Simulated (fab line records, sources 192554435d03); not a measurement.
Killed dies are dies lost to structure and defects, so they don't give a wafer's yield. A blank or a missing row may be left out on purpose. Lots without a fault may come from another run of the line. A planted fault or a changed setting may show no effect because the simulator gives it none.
Chamber matching | flow n5_finfet | N5_BEOL_M9_ETCH_61 on rie_diel-06: 4 sister chambers
The step etches SiARC in CF4, target depth 39 nm, time 65 s. 8 wafers are shown with their chamber, then 10 later ones without.

WAFERS WITH THEIR CHAMBER
wafer  | chamber | showerhead_plenum_p_Torr (Torr) | throttle_valve_pct (%)
L081.2 | 2       | 2.19                            | 15.78
L081.6 | 3       | 2.04                            | 15.99
L082.4 | 2       | 2.19                            | 15.76
L083.2 | 0       | 2.08                            | 15.33
L083.3 | 1       | 2.04                            | 15.69
L083.6 | 0       | 2.08                            | 15.35
L084.1 | 1       | 2.04                            | 15.68
L084.3 | 3       | 2.03                            | 16.01

WAFERS WITHOUT THEIR CHAMBER
wafer  | showerhead_plenum_p_Torr (Torr) | throttle_valve_pct (%)
L084.4 | 2.07                            | 15.34
L085.1 | 2.04                            | 15.70
L085.4 | 2.04                            | 15.69
L085.6 | 2.03                            | 16.01
L087.1 | 2.07                            | 15.36
L087.2 | 2.03                            | 16.02
L087.5 | 2.07                            | 15.35
L095.2 | 2.07                            | 15.38
L095.5 | 2.03                            | 16.03
L095.6 | 2.07                            | 15.39

WHICH CHAMBER EACH WENT THROUGH
wafer  | from the rows above | in truth
L084.4 | 0                   | 0
L085.1 | 1                   | 1
L085.4 | 1                   | 1
L085.6 | 3                   | 3
L087.1 | 0                   | 0
L087.2 | 3                   | 3
L087.5 | 0                   | 0
L095.2 | 0                   | 0
L095.5 | 3                   | 3
L095.6 | 0                   | 0
Placed correctly: 10 of 10. Can't be placed from these rows: 0. Placed wrongly: 0.
How it was worked out, from the rows above alone: a wafer's distance from a chamber is the root of the sum, over the readings, of the square of ((its reading less the chamber's mean) divided by the reading's scatter). The wafer belongs to the nearest chamber; if the next one is less than 2 further off, it can't be placed. A chamber's mean is the mean of its shown wafers. The scatter: the root of (the sum of the squares of (reading less its chamber's mean) over the shown wafers, divided by (wafers less chambers)).
